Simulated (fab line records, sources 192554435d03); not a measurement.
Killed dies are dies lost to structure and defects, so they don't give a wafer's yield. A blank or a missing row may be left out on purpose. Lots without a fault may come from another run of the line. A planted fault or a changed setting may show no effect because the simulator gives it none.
Chamber matching | flow n5_finfet | N5_BEOL_M7_DEP_56 on pecvd-02: 3 sister chambers
The step deposits SiCN from 3MS/NH3, target thk 10 nm, time 17.5 s. 3 wafers are shown with their chamber, then 9 later ones without.

WAFERS WITH THEIR CHAMBER
wafer  | chamber | throttle_valve_pct (%)
L082.4 | 1       | 9.6
L085.2 | 0       | 8.7
L085.4 | 2       | 9.6

WAFERS WITHOUT THEIR CHAMBER
wafer  | throttle_valve_pct (%)
L088.1 | 9.7
L088.2 | 8.7
L088.3 | 9.6
L088.4 | 8.7
L088.5 | 9.6
L088.6 | 10.0
L090.2 | 9.7
L090.3 | 9.9
L090.5 | 9.6

WHICH CHAMBER EACH WENT THROUGH
wafer  | from the rows above     | in truth
L088.1 | can't be placed: 1 or 2 | 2
L088.2 | 0                       | 0
L088.3 | can't be placed: 1 or 2 | 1
L088.4 | 0                       | 0
L088.5 | can't be placed: 1 or 2 | 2
L088.6 | can't be placed: 1 or 2 | 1
L090.2 | can't be placed: 1 or 2 | 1
L090.3 | can't be placed: 1 or 2 | 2
L090.5 | can't be placed: 1 or 2 | 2
Placed correctly: 2 of 9. Can't be placed from these rows: 7 (the true chamber is among the candidates in 7). Placed wrongly: 0.
How it was worked out, from the rows above alone: a wafer's distance from a chamber is the root of the sum, over the readings, of the square of ((its reading less the chamber's mean) divided by the reading's scatter). The wafer belongs to the nearest chamber; if the next one is less than 2 further off, it can't be placed. A chamber's mean is the mean of its shown wafers. The scatter: with one shown wafer a chamber, the root of the mean of the squares of how far each hidden wafer lies from its nearest shown one.
